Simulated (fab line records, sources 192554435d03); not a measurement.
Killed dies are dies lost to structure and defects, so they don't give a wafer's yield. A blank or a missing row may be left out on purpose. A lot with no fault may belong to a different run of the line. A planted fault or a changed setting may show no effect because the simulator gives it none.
The tool behind it: which one?    flow n5-finfet    13 lots with 34 wafers sampled at 5 steps, on a route of 1938 steps

WHAT EACH GAUGE READ, for each wafer
N5_MIM_TOP_LITHO_OVL_MEAS_11.
lot   measured      on          MIM_TOP_OVL (nm)
L328  day 12 15:00  overlay-01  -4 -4
L329  day 12 19:06  overlay-02  -4 -8
L330  day 13 01:41  overlay-02  2 0 -2
L333  day 13 01:51  overlay-02  2 0
L332  day 13 06:28  overlay-02  -1 -5
L334  day 13 21:48  overlay-01  3 -11 1
L335  day 14 02:49  overlay-02  -2 -4
L336  day 14 11:34  overlay-02  -6 -5 -5
L348  day 17 04:13  overlay-01  -7 -3 -11
L347  day 17 11:24  overlay-02  0 -13 -5
L350  day 17 11:34  overlay-02  -11 -9 0
L349  day 18 01:37  overlay-01  6 -7 1
L351  day 18 11:26  overlay-02  -4 -8 1

N5_MIM_BOT_LITHO_CD_MEAS_08: target cd 3000 nm.
lot   measured      on         cd-nm (nm)
L328  day 12 15:55  cd-sem-03  2999.9 2998.2
L329  day 12 19:58  cd-sem-03  2995.7 2998.4
L330  day 13 02:24  cd-sem-02  2999.1 2997.7 2994.7
L333  day 13 02:33  cd-sem-01  3001.0 2995.6
L332  day 13 07:10  cd-sem-03  2997.6 3001.9
L334  day 13 22:41  cd-sem-02  2999.5 2998.9 2997.1
L335  day 14 03:31  cd-sem-01  2998.7 3001.2
L336  day 14 12:31  cd-sem-03  2999.2 2997.2 2997.7
L348  day 17 05:02  cd-sem-02  3000.3 2997.8 2995.8
L347  day 17 12:14  cd-sem-02  3001.4 2997.7 2996.1
L350  day 17 12:26  cd-sem-03  2999.6 2998.6 2997.4
L349  day 18 02:22  cd-sem-03  3002.7 3000.4 2996.3
L351  day 18 12:29  cd-sem-01  2996.8 3001.5 3001.2

N5_PASSIVATION_CD_MEAS_30: target cd 4000 nm.
lot   measured      on         cd-nm (nm)
L328  day 12 19:00  cd-sem-03  3997.0 4000.1
L329  day 13 01:13  cd-sem-02  4001.0 3998.1
L330  day 13 05:58  cd-sem-01  4003.2 4000.6 3999.6
L333  day 13 05:40  cd-sem-01  3996.1 4000.9
L332  day 13 11:47  cd-sem-03  4000.0 4001.2
L334  day 14 03:57  cd-sem-02  3999.7 3994.8 4000.5
L335  day 14 07:48  cd-sem-03  3996.5 4040.6
L336  day 14 18:17  cd-sem-02  4035.2 4001.5 4036.9
L348  day 17 10:40  cd-sem-03  3996.6 4002.1 4001.5
L347  day 17 18:15  cd-sem-01  4001.3 4000.8 3999.7
L350  day 17 16:39  cd-sem-03  3998.8 4004.4 4002.1
L349  day 18 05:53  cd-sem-02  3999.8 4005.3 3999.8
L351  day 18 18:26  cd-sem-01  4002.5 3998.9 4002.1

WHAT TOOL EACH LOT RAN ON (gives the tool, then ch and the chambers of the sampled wafers, and finally the start)
lot   N5_MIM_BOT_LITHO_DESCUM_10          N5_PASSIVATION_EXPOSE_27
L328  rie-diel-04 ch 1,3, day 12 16:00    krf-scanner-01 ch 0, day 12 18:50
L329  rie-diel-04 ch 1,3, day 12 20:03    krf-scanner-02 ch 0, day 13 01:02
L330  rie-diel-06 ch 1,2,3, day 13 02:29  krf-scanner-01 ch 0, day 13 05:47
L333  rie-diel-04 ch 0,3, day 13 02:38    krf-scanner-02 ch 0, day 13 05:29
L332  rie-diel-04 ch 1, day 13 07:15      krf-scanner-01 ch 0, day 13 11:36
L334  rie-diel-04 ch 0,2,3, day 13 23:16  krf-scanner-02 ch 0, day 14 03:47
L335  rie-diel-04 ch 0,1, day 14 03:38    krf-scanner-02 ch 0, day 14 07:38
L336  rie-diel-06 ch 1,2,3, day 14 12:40  krf-scanner-02 ch 0, day 14 18:07
L348  rie-diel-05 ch 1,3, day 17 05:30    krf-scanner-01 ch 0, day 17 10:29
L347  rie-diel-06 ch 0,1,2, day 17 12:20  krf-scanner-01 ch 0, day 17 18:05
L350  rie-diel-06 ch 0,2, day 17 12:31    krf-scanner-01 ch 0, day 17 16:28
L349  rie-diel-06 ch 1,2,3, day 18 02:26  krf-scanner-02 ch 0, day 18 05:43
L351  rie-diel-05 ch 1,2,3, day 18 12:39  krf-scanner-02 ch 0, day 18 18:16
- N5_MIM_BOT_LITHO_DESCUM_10: chemistry O2, time 7.9 s.
- N5_PASSIVATION_EXPOSE_27: exposes mask PAD, defocus 0 nm.

AS READ BY THE TOOLS THEMSELVES (means over the sampled wafers that have a number; for cases with no such wafer, the mark the record gives instead)
N5_MIM_BOT_LITHO_DESCUM_10.
lot   tool         drypump-motor-current-A (A)  oes-product-au (a.u.)  rf-vpp-V (V)  showerhead-plenum-p-Torr (Torr)  throttle-valve-pct (%)
L328  rie-diel-04  6.0                          0.88                   243.8         2.12                             20.1
L329  rie-diel-04  6.0                          0.88                   242.3         2.12                             20.1
L330  rie-diel-06  5.8                          0.81                   243.2         2.12                             20.2
L333  rie-diel-04  5.7                          0.80                   243.1         2.09                             20.6
L332  rie-diel-04  5.8                          0.95                   244.6         2.12                             19.9
L334  rie-diel-04  5.8                          0.79                   243.8         2.13                             20.6
L335  rie-diel-04  5.4                          0.86                   241.9         2.09                             20.4
L336  rie-diel-06  5.8                          0.79                   243.5         2.12                             20.2
L348  rie-diel-05  5.8                          0.83                   243.5         2.15                             20.3
L347  rie-diel-06  6.3                          0.83                   244.3         2.11                             20.3
L350  rie-diel-06  6.2                          0.89                   243.1         2.11                             20.3
L349  rie-diel-06  5.8                          0.85                   243.6         2.10                             20.1
L351  rie-diel-05  5.7                          0.77                   243.2         2.10                             20.4

THE ANSWER, worked out from the rows above alone
Rule: the usual values come from the lots themselves. Put in order of their means at a reading, lots are off if they are a third of the lots or fewer, leave a main group of 4 or more, and stand apart from it by a gap of 3 or more times the standard deviation of the main group's means; of several such gaps the widest counts. The tables above print the reading to a certain number of digits; a main group whose means all agree to those digits is not used. Also off: a lot with no number at a reading for which 4 or more lots have one. Where the step has rows for the other lots, those lots are counted as sound. After the gauges, taken in route order, come the tools' own readings; for these a lot's mean is taken, as printed above. At the first step where some lot is off, the reading lying furthest off is the one used; lots without a number count as furthest.
Off, at N5_PASSIVATION_CD_MEAS_30 on cd-nm: L335, L336. Main group: mean 4000.2 nm, sd 1.2.
A tool fits if, at a process step before that reading, it ran every lot that is off, and no sound lot after the first of them. The gauges at N5_PASSIVATION_CD_MEAS_30 are tried like those tools. Not one of the candidates tried fits.

WHAT HAD BEEN PUT IN BY THE SIMULATOR
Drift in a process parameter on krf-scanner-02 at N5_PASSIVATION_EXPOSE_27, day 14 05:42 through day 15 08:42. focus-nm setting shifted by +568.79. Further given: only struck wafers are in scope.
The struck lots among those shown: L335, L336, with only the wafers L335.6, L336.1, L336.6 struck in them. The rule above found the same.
